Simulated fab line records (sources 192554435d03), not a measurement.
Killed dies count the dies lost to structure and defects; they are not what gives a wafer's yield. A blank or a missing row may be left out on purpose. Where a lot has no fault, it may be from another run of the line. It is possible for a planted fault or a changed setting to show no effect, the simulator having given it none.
Comparing a struck lot with a sound one    flow n5_finfet    38 steps out of a route of 1938
Sound: wafers L777.2, L777.3, L777.4. Struck: wafer L783.5 (left out: L783.3, L783.4 of the same lot, which were not struck); the cause appears at the end.
Each step with rows lists, per side, the tool, then ch with its chambers, then its first start. Under that, the readings that differ: sound wafers    struck wafers    difference of the means    sigmas: that difference in standard deviations of wafers without a fault.
alike: readings with means less than 2 such deviations apart, plus words and numbers identical on both sides. not compared: withheld readings, readings lacking a value on some wafer, bounds such as >300 that could conceal the same value, and numbers that have no deviation in the record and whose values overlap.
The two part at a step that has a row with sigmas, a row that says differs or no value, or rows on one side only. Numbers that have no deviation but don't overlap get no sigmas and don't part them. Lack of a reading on every wafer of one side parts them only where that side has two or more wafers.

first, 9 steps without rows for these wafers: N5_BEOL_M0_ANNEAL_135 (time 60 s); N5_BEOL_M0_SPUTTER_141 (material Cu, target thk 4 nm, time 7.37 s); N5_BEOL_M0_ECD_118 (material Cu, target thk 300 nm); N5_BEOL_M0_ANNEAL_119 (time 90 s); N5_BEOL_M0_CMP_120 (polishes, stops on SiOC, t overpolish 6.9 s); N5_BEOL_M0_PRE_CLEAN_131 (time 15 s); N5_BEOL_M0_CO_CAP_123 (material Co, precursor CCTBA/H2, target thk 2 nm, time 102.1 s); N5_BEOL_M0_PRE_CLEAN_124 (time 15 s); N5_BEOL_M0_DEP_125 (deposits SiCN from 3MS/NH3, target thk 8 nm, time 14 s).
N5_BEOL_M1_ILD_DEP_00: deposits SiOC from DEMS/O2, target thk 79 nm, time 15.3 s.
  sound on pecvd-03 ch 0,1, day 9 16:08; struck on pecvd-03 ch 0, day 10 17:02
reading                                       sound         struck  difference  sigmas
model.SiOC_of_BEOL_M1_ILD_DEP_00.thk_nm (nm)  80 79.6 81.2  27.2    -53.1       
  alike: heater_power_w, showerhead_plenum_p_Torr, throttle_valve_pct
  not compared: susceptor_temp_C
N5_BEOL_M1_THK_MEAS_01:
  struck on film_metro-01, day 10 17:07; sound on film_metro-01, day 9 16:14
reading          sound           struck  difference  sigmas
M1_ILD_THK (nm)  79.9 79.5 81.2  27.2    -53.0       -48
then, 24 steps without rows for these wafers: N5_BEOL_M1_PECVD_72 (deposits SiO2 from TEOS/O2, target thk 16 nm, time 18 s); N5_BEOL_M1_HM_DEP_02 (deposits TiN, target thk 20 nm); N5_BEOL_M1_COAT_61 (time 60 s, resist thk 60 nm); N5_BEOL_M1_COAT_62 (time 60 s, resist thk 12 nm); N5_BEOL_M1_COAT_73 (time 60 s, resist thk 5 nm); N5_BEOL_M1_COAT_05 (resist thk 30 nm); N5_BEOL_M1_EBR_07; N5_BEOL_M1_SOFTBAKE_06 (time 60 s); N5_BEOL_M1_EXPOSE_08 (exposes mask M1); N5_BEOL_M1_PEB_09 (peb time 60 s); N5_BEOL_M1_DEVELOP_10 (develop time 30 s); N5_BEOL_M1_DESCUM_16 (chemistry O2, time 7 s); N5_BEOL_M1_ETCH_74 (etches underlayer in N2/H2, target depth 6.5 nm, time 5.2 s); N5_BEOL_M1_ETCH_63 (etches SiARC in CF4, target depth 15.6 nm, time 26 s); N5_BEOL_M1_ETCH_64 (etches SOC in N2/H2, target depth 75 nm, overetch 15 nm, time 112.5 s); N5_BEOL_M1_STRIP_65 (strips in N2/H2); N5_BEOL_M1_STRIP_75 (strips in N2/H2); N5_BEOL_M1_STRIP_66 (strips in CF4); N5_BEOL_M1_HM_OPEN_17 (chemistry Cl2/BCl3, target TiN, target depth 20 nm, overetch 6 nm); N5_BEOL_M1_STRIP_19 (strips in O2); N5_BEOL_M1_COAT_67 (time 60 s, resist thk 60 nm); N5_BEOL_M1_COAT_68 (time 60 s, resist thk 12 nm); N5_BEOL_M1_COAT_76 (time 60 s, resist thk 5 nm); N5_BEOL_M1_COAT_22 (resist thk 30 nm).
N5_BEOL_M1_CMP_52: polishes, stops on SiOC, t overpolish 6.8 s, target thk 40 nm.
  sound on cmp-04 ch 0,2,3, day 10 00:22; struck on cmp-01 ch 2, day 11 03:28
reading                                       sound           struck  difference  sigmas
model.SiOC_of_BEOL_M1_ILD_DEP_00.thk_nm (nm)  79 78.6 80.2    26.2    -53.1       
model.Cu_of_BEOL_M1_ECD_50.thk_nm (nm)        42.4 43.2 43.8  0       -43         
  alike: head_pressure_psi, motor_current_A
N5_BEOL_M4_RC_MEAS_101:
  the record has rows for the sound wafers here (prober-02 ch 0, day 11 11:02) and none for the struck ones
-- record jumps: 6 days separate the struck wafers' starts on either side; left off in module BEOL_M4, taken up again in module PASSIVATION, whose first shown step is the route's number 1936 --
N5_PASSIVATION_PROBE_49:
  struck on prober-02, day 17 03:12; sound on prober-02, day 16 08:23
reading                   sound           struck  difference  sigmas
defect_limited_yield (%)  92.4 91.6 93.2  0       -92         -71
killed_at_M0_to_M3        24 37 30        1130    +1100       +99 or more
killed_at_other           12 6 4          0       -7          -3
killed_dies               90 99 80        1180    +1090       +73
killed_on_rim             8 10 9          152     +143        +33
sort_n_pass               1090 1081 1100  0       -1090       -68
sort_yield_pct (%)        92.4 91.6 93.2  0       -92         -66
  alike: killed_at_M4_up, killed_at_contacts, killed_at_front_end, killed_open, killed_short, sort_bin_4_leakage, sort_bin_5_function, sort_bin_6_memory

WHERE THEY PART
First at N5_BEOL_M1_THK_MEAS_01; last, within this record, at N5_PASSIVATION_PROBE_49.

WHY: the cause the simulator had injected
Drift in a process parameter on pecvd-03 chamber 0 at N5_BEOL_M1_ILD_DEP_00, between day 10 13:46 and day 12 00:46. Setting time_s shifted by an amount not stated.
